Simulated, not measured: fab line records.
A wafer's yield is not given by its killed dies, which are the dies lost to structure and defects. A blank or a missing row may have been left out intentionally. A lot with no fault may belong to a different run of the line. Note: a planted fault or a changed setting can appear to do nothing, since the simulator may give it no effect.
Which tool was responsible? :: flow nandHarc :: Sampling: 11 lots, 33 wafers, 6 of 1302 route steps

== WHAT THE GAUGES READ, wafer by wafer ==
NHARC_P_STI_INSPECT_11.
lot: L331
measured: day 3 00:49
on: defectInspect-01
rawDefectCount: 7 2 3

lot: L333
measured: day 3 14:44
on: defectInspect-02
rawDefectCount: 6 1 3

lot: L334
measured: day 4 01:10
on: defectInspect-01
rawDefectCount: 7 3 4

lot: L338
measured: day 5 21:08
on: defectInspect-01
rawDefectCount: 9 8 6

lot: L339
measured: day 6 05:17
on: defectInspect-01
rawDefectCount: 4 5 5

lot: L341
measured: day 6 23:54
on: defectInspect-02
rawDefectCount: 12 5 7

lot: L344
measured: day 8 04:58
on: defectInspect-01
rawDefectCount: 40 34 59

lot: L346
measured: day 9 02:22
on: defectInspect-01
rawDefectCount: 6 9 4

lot: L352
measured: day 11 13:16
on: defectInspect-01
rawDefectCount: 1 8 4

lot: L353
measured: day 12 00:35
on: defectInspect-02
rawDefectCount: 7 12 10

lot: L354
measured: day 12 08:59
on: defectInspect-02
rawDefectCount: 3 0 2

NHARC_END_SORT_01.
lot: L344
measured: day 29 05:26
on: prober-02
killedAtArray: 99 88 95
killedAtOther: 0 0 0
killedAtPeriphery: 26 25 30
killedDies: 125 113 125
killedOpen: 2 1 4
killedShort: 4 1 0

== WHAT TOOL EACH LOT RAN ON (gives the tool, then ch and the chambers of the sampled wafers, and finally the start) ==
lot: L331
NHARC_P_STI_HM_DEP_30: lpcvd-02 ch 0, day 2 20:43
NHARC_P_STI_DESCUM_14: rieDiel-04 ch 0,2,3, day 3 00:57
NHARC_P_STI_ETCH_31: rieDiel-04 ch 0,1,2, day 5 05:29 or earlier
NHARC_P_GATE_HM_DEP_102: aclDep-02 ch 0, day 5 05:29

lot: L333
NHARC_P_STI_HM_DEP_30: lpcvd-01 ch 0, day 3 10:35
NHARC_P_STI_DESCUM_14: rieDiel-04 ch 1,2,3, day 3 14:53
NHARC_P_STI_ETCH_31: rieDiel-04 ch 0,2, day 5 18:51 or earlier
NHARC_P_GATE_HM_DEP_102: aclDep-03 ch 0, day 5 18:51

lot: L334
NHARC_P_STI_HM_DEP_30: lpcvd-01 ch 1, day 3 21:03
NHARC_P_STI_DESCUM_14: rieDiel-12 ch 0,2,3, day 4 01:19
NHARC_P_STI_ETCH_31: rieDiel-12 ch 0,1,2, day 6 09:08 or earlier
NHARC_P_GATE_HM_DEP_102: aclDep-02 ch 0, day 6 09:08

lot: L338
NHARC_P_STI_HM_DEP_30: lpcvd-02 ch 1, day 5 16:54
NHARC_P_STI_DESCUM_14: rieDiel-12 ch 0,1,3, day 5 21:16
NHARC_P_STI_ETCH_31: rieDiel-12 ch 0,1, day 8 02:29 or earlier
NHARC_P_GATE_HM_DEP_102: aclDep-02 ch 0, day 8 02:29

lot: L339
NHARC_P_STI_HM_DEP_30: lpcvd-01 ch 0, day 6 01:07
NHARC_P_STI_DESCUM_14: rieDiel-04 ch 0,2, day 6 05:25
NHARC_P_STI_ETCH_31: rieDiel-04 ch 2,3, day 8 11:36 or earlier
NHARC_P_GATE_HM_DEP_102: aclDep-03 ch 0, day 8 11:36

lot: L341
NHARC_P_STI_HM_DEP_30: lpcvd-02 ch 0, day 6 19:39
NHARC_P_STI_DESCUM_14: rieDiel-12 ch 1,2,3, day 7 00:03
NHARC_P_STI_ETCH_31: rieDiel-12 ch 2,3, day 9 02:00 or earlier
NHARC_P_GATE_HM_DEP_102: aclDep-03 ch 0, day 9 02:00

lot: L344
NHARC_P_STI_HM_DEP_30: lpcvd-02 ch 0, day 8 00:44
NHARC_P_STI_DESCUM_14: rieDiel-12 ch 1,3, day 8 05:07
NHARC_P_STI_ETCH_31: rieDiel-12 ch 0,3, day 10 06:26 or earlier
NHARC_P_GATE_HM_DEP_102: aclDep-02 ch 0, day 10 06:26

lot: L346
NHARC_P_STI_HM_DEP_30: lpcvd-01 ch 1, day 8 22:10
NHARC_P_STI_DESCUM_14: rieDiel-04 ch 2,3, day 9 02:31
NHARC_P_STI_ETCH_31: rieDiel-04 ch 2,3, day 11 07:25 or earlier
NHARC_P_GATE_HM_DEP_102: aclDep-03 ch 0, day 11 07:25

lot: L352
NHARC_P_STI_HM_DEP_30: lpcvd-02 ch 1, day 11 09:05
NHARC_P_STI_DESCUM_14: rieDiel-12 ch 1,2, day 11 13:24
NHARC_P_STI_ETCH_31: rieDiel-12 ch 0,2, day 13 15:16 or earlier
NHARC_P_GATE_HM_DEP_102: aclDep-02 ch 0, day 13 15:16

lot: L353
NHARC_P_STI_HM_DEP_30: lpcvd-01 ch 0, day 11 20:23
NHARC_P_STI_DESCUM_14: rieDiel-11 ch 0,2,3, day 12 00:44
NHARC_P_STI_ETCH_31: rieDiel-11 ch 0,2,3, day 14 00:23 or earlier
NHARC_P_GATE_HM_DEP_102: aclDep-01 ch 0, day 14 00:23

lot: L354
NHARC_P_STI_HM_DEP_30: lpcvd-01 ch 1, day 12 04:43
NHARC_P_STI_DESCUM_14: rieDiel-04 ch 2,3, day 12 09:07
NHARC_P_STI_ETCH_31: rieDiel-04 ch 1,3, day 14 10:22 or earlier
NHARC_P_GATE_HM_DEP_102: aclDep-03 ch 0, day 14 10:22
- NHARC_P_STI_HM_DEP_30: deposits Si3N4, target thk 80 nm, time 873 s.
- NHARC_P_STI_DESCUM_14: chemistry O2, time 3 s.
- NHARC_P_STI_ETCH_31: etches the open film in CF4/CHF3, target depth 108.9 nm, time 54.5 s.
- NHARC_P_GATE_HM_DEP_102: deposits aC, target thk 120 nm.

== WHAT THE TOOLS THEMSELVES READ (means of the sampled wafers that have a number; where no wafer has one, the mark that the record gives instead) ==
NHARC_P_STI_HM_DEP_30.
lot: L331
tool: lpcvd-02
spikeTcBottomC (C): 801
spikeTcLowerC (C): 791.6
spikeTcTopC (C): 802.1

lot: L333
tool: lpcvd-01
spikeTcBottomC (C): 808
spikeTcLowerC (C): 788.6
spikeTcTopC (C): 805.6

lot: L334
tool: lpcvd-01
spikeTcBottomC (C): 807
spikeTcLowerC (C): 788.5
spikeTcTopC (C): 798.8

lot: L338
tool: lpcvd-02
spikeTcBottomC (C): 810
spikeTcLowerC (C): 791.4
spikeTcTopC (C): 800.1

lot: L339
tool: lpcvd-01
spikeTcBottomC (C): 807
spikeTcLowerC (C): 789.5
spikeTcTopC (C): 805.3

lot: L341
tool: lpcvd-02
spikeTcBottomC (C): 800
spikeTcLowerC (C): 790.6
spikeTcTopC (C): 802.1

lot: L344
tool: lpcvd-02
spikeTcBottomC (C): 800
spikeTcLowerC (C): 789.8
spikeTcTopC (C): 801.8

lot: L346
tool: lpcvd-01
spikeTcBottomC (C): 807
spikeTcLowerC (C): 787.9
spikeTcTopC (C): 798.9

lot: L352
tool: lpcvd-02
spikeTcBottomC (C): 811
spikeTcLowerC (C): 790.7
spikeTcTopC (C): 800.6

lot: L353
tool: lpcvd-01
spikeTcBottomC (C): 806
spikeTcLowerC (C): 788.7
spikeTcTopC (C): 805.3

lot: L354
tool: lpcvd-01
spikeTcBottomC (C): 807
spikeTcLowerC (C): 788.4
spikeTcTopC (C): 799.6

NHARC_P_STI_DESCUM_14.
lot: L331
tool: rieDiel-04
drypumpMotorCurrentA (A): 5.7
oesProductAu (a.u.): 0.989
rfVppV (V): 57.0
showerheadPlenumPTorr (Torr): 1.84
throttleValvePct (%): 11.307

lot: L333
tool: rieDiel-04
drypumpMotorCurrentA (A): 5.9
oesProductAu (a.u.): 0.992
rfVppV (V): 57.9
showerheadPlenumPTorr (Torr): 1.90
throttleValvePct (%): 11.307

lot: L334
tool: rieDiel-12
drypumpMotorCurrentA (A): 5.3
oesProductAu (a.u.): 0.992
rfVppV (V): 56.8
showerheadPlenumPTorr (Torr): 1.90
throttleValvePct (%): 11.303

lot: L338
tool: rieDiel-12
drypumpMotorCurrentA (A): 5.6
oesProductAu (a.u.): 0.994
rfVppV (V): 57.4
showerheadPlenumPTorr (Torr): 1.92
throttleValvePct (%): 11.315

lot: L339
tool: rieDiel-04
drypumpMotorCurrentA (A): 5.6
oesProductAu (a.u.): 0.992
rfVppV (V): 57.4
showerheadPlenumPTorr (Torr): 1.83
throttleValvePct (%): 11.315

lot: L341
tool: rieDiel-12
drypumpMotorCurrentA (A): 5.6
oesProductAu (a.u.): 1.008
rfVppV (V): 57.2
showerheadPlenumPTorr (Torr): 1.93
throttleValvePct (%): 11.317

lot: L344
tool: rieDiel-12
drypumpMotorCurrentA (A): 5.9
oesProductAu (a.u.): 1.003
rfVppV (V): 57.9
showerheadPlenumPTorr (Torr): 1.94
throttleValvePct (%): 11.314

lot: L346
tool: rieDiel-04
drypumpMotorCurrentA (A): 6.1
oesProductAu (a.u.): 0.990
rfVppV (V): 57.4
showerheadPlenumPTorr (Torr): 1.82
throttleValvePct (%): 11.314

lot: L352
tool: rieDiel-12
drypumpMotorCurrentA (A): 5.2
oesProductAu (a.u.): 1.006
rfVppV (V): 58.4
showerheadPlenumPTorr (Torr): 1.92
throttleValvePct (%): 11.318

lot: L353
tool: rieDiel-11
drypumpMotorCurrentA (A): 6.2
oesProductAu (a.u.): 0.990
rfVppV (V): 57.4
showerheadPlenumPTorr (Torr): 1.95
throttleValvePct (%): 11.306

lot: L354
tool: rieDiel-04
drypumpMotorCurrentA (A): 6.0
oesProductAu (a.u.): 0.994
rfVppV (V): 57.2
showerheadPlenumPTorr (Torr): 1.82
throttleValvePct (%): 11.316

NHARC_P_STI_ETCH_31.
lot: L331
tool: rieDiel-04
biasW (W): 200.1
drypumpMotorCurrentA (A): 5.5
oesProductAu (a.u.): 0.971
rfVppV (V): 370.3
showerheadPlenumPTorr (Torr): 1.58
throttleValvePct (%): 16.805

lot: L333
tool: rieDiel-04
biasW (W): 200.1
drypumpMotorCurrentA (A): 5.2
oesProductAu (a.u.): 0.953
rfVppV (V): 369.0
showerheadPlenumPTorr (Torr): 1.52
throttleValvePct (%): 16.814

lot: L334
tool: rieDiel-12
biasW (W): 199.6
drypumpMotorCurrentA (A): 5.3
oesProductAu (a.u.): 0.962
rfVppV (V): 370.7
showerheadPlenumPTorr (Torr): 1.58
throttleValvePct (%): 16.802

lot: L338
tool: rieDiel-12
biasW (W): 200.1
drypumpMotorCurrentA (A): 5.5
oesProductAu (a.u.): 0.954
rfVppV (V): 371.0
showerheadPlenumPTorr (Torr): 1.59
throttleValvePct (%): 16.799

lot: L339
tool: rieDiel-04
biasW (W): 199.9
drypumpMotorCurrentA (A): 6.0
oesProductAu (a.u.): 0.964
rfVppV (V): 367.7
showerheadPlenumPTorr (Torr): 1.50
throttleValvePct (%): 16.812

lot: L341
tool: rieDiel-12
biasW (W): 200.1
drypumpMotorCurrentA (A): 5.2
oesProductAu (a.u.): 0.981
rfVppV (V): 371.1
showerheadPlenumPTorr (Torr): 1.57
throttleValvePct (%): 16.811

lot: L344
tool: rieDiel-12
biasW (W): 200.5
drypumpMotorCurrentA (A): 5.3
oesProductAu (a.u.): 0.959
rfVppV (V): 370.8
showerheadPlenumPTorr (Torr): 1.55
throttleValvePct (%): 16.798

lot: L346
tool: rieDiel-04
biasW (W): 200.3
drypumpMotorCurrentA (A): 6.0
oesProductAu (a.u.): 0.964
rfVppV (V): 368.3
showerheadPlenumPTorr (Torr): 1.50
throttleValvePct (%): 16.797

lot: L352
tool: rieDiel-12
biasW (W): 200.1
drypumpMotorCurrentA (A): 4.9
oesProductAu (a.u.): 0.947
rfVppV (V): 368.9
showerheadPlenumPTorr (Torr): 1.54
throttleValvePct (%): 16.804

lot: L353
tool: rieDiel-11
biasW (W): 199.6
drypumpMotorCurrentA (A): 6.2
oesProductAu (a.u.): 0.961
rfVppV (V): 371.0
showerheadPlenumPTorr (Torr): 1.60
throttleValvePct (%): 16.806

lot: L354
tool: rieDiel-04
biasW (W): 200.0
drypumpMotorCurrentA (A): 5.8
oesProductAu (a.u.): 0.965
rfVppV (V): 372.7
showerheadPlenumPTorr (Torr): 1.63
throttleValvePct (%): 16.795

NHARC_P_GATE_HM_DEP_102.
lot: L331
tool: aclDep-02
throttleValvePct (%): 35.000

lot: L333
tool: aclDep-03
throttleValvePct (%): 34.990

lot: L334
tool: aclDep-02
throttleValvePct (%): 35.002

lot: L338
tool: aclDep-02
throttleValvePct (%): 35.003

lot: L339
tool: aclDep-03
throttleValvePct (%): 34.992

lot: L341
tool: aclDep-03
throttleValvePct (%): 34.998

lot: L344
tool: aclDep-02
throttleValvePct (%): 35.011

lot: L346
tool: aclDep-03
throttleValvePct (%): 35.003

lot: L352
tool: aclDep-02
throttleValvePct (%): 35.000

lot: L353
tool: aclDep-01
throttleValvePct (%): 34.999

lot: L354
tool: aclDep-03
throttleValvePct (%): 34.999

== THE ANSWER, worked out from the rows above alone ==
Rule: the usual values come from the lots themselves. Put in order of their means at a reading, lots are off if they are a third of the lots or fewer, leave a main group of 4 or more, and stand apart from it by a gap of 3 or more times the standard deviation of the main group's means; of several such gaps the widest counts. A main group is skipped when, at the precision printed for the reading in the tables above, its means are all equal. Also off: a lot with no number at a reading for which 4 or more lots have one. The other lots that the step has rows for count as sound. Order of review: gauges by route order, followed by the tools' own readings, for which a lot's mean as printed above is used. The first step at which some lot is off is used, and at that step the reading that is off furthest; a lot without a number counts as furthest.
Off at NHARC_P_STI_INSPECT_11 (rawDefectCount): L344. The main group: mean 5, standard deviation 2.3.
A tool fits if, at a process step before that reading, it ran every lot that is off, and no sound lot after the first of them. Not tried: the gauges at NHARC_P_STI_INSPECT_11; whatever is off there is also off at NHARC_P_STI_HM_DEP_30, on other tools, and gauge error can't account for it. None of those tried fits.

== WHAT WAS PUT IN BY THE SIMULATOR ==
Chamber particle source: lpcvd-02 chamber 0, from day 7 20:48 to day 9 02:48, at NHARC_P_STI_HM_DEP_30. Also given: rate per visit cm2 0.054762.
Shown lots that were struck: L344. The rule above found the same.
